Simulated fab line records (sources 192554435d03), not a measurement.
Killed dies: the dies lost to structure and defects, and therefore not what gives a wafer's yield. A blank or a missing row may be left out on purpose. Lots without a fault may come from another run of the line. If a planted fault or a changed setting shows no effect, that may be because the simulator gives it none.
Matching of chambers -- flow n5 finfet -- N5_STI_FIN_REVEAL_ETCH_34 on rie si-06 has 4 sister chambers
The step etches Si in H2, material Si, target depth 0.97 nm. 22 wafers are shown with their chamber, then 11 later ones without.

EACH WAFER AND ITS CHAMBER
wafer,chamber,throttle valve pct (%),drypump motor current A (A),oes product au (a.u.)
L079.3,1,25.29,5.39,1.000
L079.4,3,25.63,5.81,1.006
L079.6,1,25.30,5.38,1.011
L080.1,3,25.65,5.87,1.001
L080.3,0,25.92,5.56,1.030
L080.6,3,25.64,5.87,1.018
L085.2,1,25.29,5.38,1.027
L085.3,3,25.64,5.84,1.010
L085.6,3,25.65,5.85,1.013
L086.1,1,25.30,5.37,1.022
L086.3,2,25.31,6.12,0.973
L086.6,0,25.91,5.56,1.033
L087.1,1,25.28,5.38,1.015
L087.3,2,25.29,6.15,0.973
L087.6,1,25.29,5.36,1.014
L088.2,3,25.65,5.84,1.019
L088.3,2,25.29,6.13,0.989
L088.5,3,25.65,5.81,1.007
L091.3,2,25.30,6.12,0.969
L091.5,3,25.65,5.83,1.016
L091.6,0,25.91,5.57,1.027
L093.1,0,25.90,5.56,1.007

SIGNATURES (averages over the wafers above)
reading,chamber 0,chamber 1,chamber 2,chamber 3,scatter within a chamber
throttle valve pct,25.9100,25.2917,25.2975,25.6450,0.00802
drypump motor current A,5.5625,5.3767,6.1300,5.8400,0.0167
oes product au,1.02425,1.01483,0.97600,1.01125,0.00872
Rule: distance of a wafer from a chamber = root of the sum over the readings of ((wafer's reading minus chamber's mean) / reading's scatter) squared. If the next closest chamber is less than 2 further off than the closest, the wafer can't be placed; otherwise it belongs to the closest. The scatter: take each reading less its chamber's mean, square it, sum over the shown wafers, divide by the number of wafers less the number of chambers, and take the root.

WAFERS WITHOUT THEIR CHAMBER
wafer,throttle valve pct (%),drypump motor current A (A),oes product au (a.u.)
L093.2,25.29,5.38,1.006
L093.4,25.29,6.14,0.984
L095.2,25.29,5.38,1.014
L095.3,25.29,6.12,0.976
L095.4,25.64,5.82,1.014
L096.2,25.29,6.11,0.979
L096.3,25.65,5.82,1.017
L096.4,25.91,5.56,1.026
L097.2,25.91,5.54,1.032
L097.4,25.66,5.83,1.011
L097.5,25.30,6.11,0.974

WHICH CHAMBER EACH WENT THROUGH
wafer,from the rows above,in truth
L093.2,1,1
L093.4,2,2
L095.2,1,1
L095.3,2,2
L095.4,3,3
L096.2,2,2
L096.3,3,3
L096.4,0,0
L097.2,0,0
L097.4,3,3
L097.5,2,2
Placed correctly: 11 of 11. Not placeable from these rows: 0. Number placed wrongly: 0.
